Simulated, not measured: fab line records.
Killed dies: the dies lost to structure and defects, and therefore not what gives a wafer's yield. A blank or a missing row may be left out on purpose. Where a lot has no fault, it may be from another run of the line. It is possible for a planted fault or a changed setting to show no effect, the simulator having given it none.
Split-lot study + flow n5Finfet + on a route of 1938 steps: 7 lots, 21 wafers read

ABOUT THE SPLIT
At N5_BEOL_M7_ETCH_41 (etches SiCN in CH3F/O2, target depth 31.9 nm, time 57.8 s), the setting sourceW was moved away from the recipe's 395 W on 8 of the 21 wafers read, by -11.3% to +17.1%. The other wafers ran this setting at the recipe's value.

The split's own step is where the reading is taken.

THE READING
rfVppV, in V, at N5_BEOL_M7_ETCH_41 (etches SiCN in CH3F/O2, target depth 31.9 nm, time 57.8 s). Typical for fault-free wafers on this fab line: 297.3 V, with standard deviation 1.5 V.

| wafer  | tool, chamber at the split | sourceW as run, W | against the recipe | rfVppV, V | against lot-mates on the recipe |
|--------|----------------------------|-------------------|--------------------|-----------|---------------------------------|
| L074.1 | rieDiel-06, 0              | 448.8             | +13.6%             | 286.6     | -8.7                            |
| L074.3 | rieDiel-06, 1              | 395               | recipe             | 295.3     | -                               |
| L074.4 | rieDiel-06, 0              | 448.8             | +13.6%             | 287.2     | -8.1                            |
| L079.1 | rieDiel-05, 0              | 415.9             | +5.3%              | 294.0     | -2.6                            |
| L079.2 | rieDiel-05, 3              | 415.9             | +5.3%              | 292.8     | -3.8                            |
| L079.5 | rieDiel-05, 2              | 395               | recipe             | 296.6     | -                               |
| L084.3 | rieDiel-02, 2              | 395               | recipe             | 297.7     | -                               |
| L084.4 | rieDiel-02, 3              | 395               | recipe             | 297.2     | -                               |
| L084.6 | rieDiel-02, 3              | 460.9             | +16.7%             | 281.6     | -15.8                           |
| L087.2 | rieDiel-06, 3              | 395               | recipe             | 299.8     | -                               |
| L087.4 | rieDiel-06, 3              | 395               | recipe             | 299.0     | -                               |
| L087.6 | rieDiel-06, 0              | 395               | recipe             | 298.4     | -                               |
| L088.2 | rieDiel-02, 3              | 462.7             | +17.1%             | 281.3     | -14.3                           |
| L088.5 | rieDiel-02, 0              | 395               | recipe             | 295.6     | -                               |
| L088.6 | rieDiel-02, 3              | 462.7             | +17.1%             | 282.0     | -13.6                           |
| L089.1 | rieDiel-05, 3              | 350.5             | -11.3%             | 307.8     | +11.7                           |
| L089.2 | rieDiel-05, 2              | 395               | recipe             | 295.7     | -                               |
| L089.6 | rieDiel-05, 3              | 395               | recipe             | 296.6     | -                               |
| L091.3 | rieDiel-06, 2              | 395               | recipe             | 300.8     | -                               |
| L091.4 | rieDiel-06, 0              | 395               | recipe             | 297.3     | -                               |
| L091.6 | rieDiel-06, 2              | 395               | recipe             | 299.3     | -                               |

THE FIT
A straight line over all 21 wafers: rfVppV changes by -0.897 V for each +1% of sourceW; r = -0.98; the points scatter about the line by 1.5 V.
The same after taking each lot's own level away (the mean of its wafers on the recipe; 21 wafers): -0.823 V for each +1%; r = -0.98; scatter 1.3 V.
That fit puts the effect of the largest move of sourceW on the reading at 14 V.
Across the lots, their own levels run from 295.30 to 299.13 V, a range of 2.6 times the standard deviation given above.
So the lot-to-lot level changes the slope little: the two slopes agree.
Check: with one of the wafers moved furthest among these (+17.1%) left out of the fit, the line predicts -13.5 V for it against its lot-mates. Against them it came out at -14.3 V.
Tool readings at the split's step, against how far the setting was moved: rfVppV r = -0.98.

THESE WAFERS: OTHER SPLITS
Note: prior to the reading, these wafers also went through further splits. Each is held against what the fit with the lots' levels taken away leaves over:
| other split on the same wafers  | wafers away from the commonest value | r with rfVppV (lot level and that fit taken away) |
|---------------------------------|--------------------------------------|---------------------------------------------------|
| N5_BEOL_M3_HM_DEP_02 targetThkA | 6                                    | -0.07                                             |
| N5_BEOL_M4_EXPOSE_08 doseMj     | 7                                    | -0.31                                             |
| N5_BEOL_M4_DESCUM_16 timeS      | 8                                    | -0.05                                             |
| N5_BEOL_M4_DESCUM_33 timeS      | 7                                    | -0.54                                             |
| N5_BEOL_M5_COAT_05 spinRpm      | 9                                    | +0.03                                             |
| N5_BEOL_M5_SPUTTER_81 timeS     | 4                                    | +0.13                                             |
| N5_BEOL_M7_TRENCH_ETCH_37 biasW | 5                                    | +0.33                                             |

THE WHOLE CHAIN: every reading that the file lists as answering this split, in the file's order
| step               | what it does                                              | reading                                                       | change (the file's fit)               | r (the file's) |
|--------------------|-----------------------------------------------------------|---------------------------------------------------------------|---------------------------------------|----------------|
| N5_BEOL_M7_ETCH_41 | etches SiCN in CH3F/O2, target depth 31.9 nm, time 57.8 s | rfVppV                                                        | -0.839 V for each +1% of the setting  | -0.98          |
| N5_BEOL_M7_ETCH_41 | etches SiCN in CH3F/O2, target depth 31.9 nm, time 57.8 s | etch.depthNm (the simulator's own value, which no gauge read) | +0.078 nm for each +1% of the setting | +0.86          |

THE FILE'S OWN FIT
rfVppV changes by -0.839 V for each +1% of sourceW, r = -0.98.
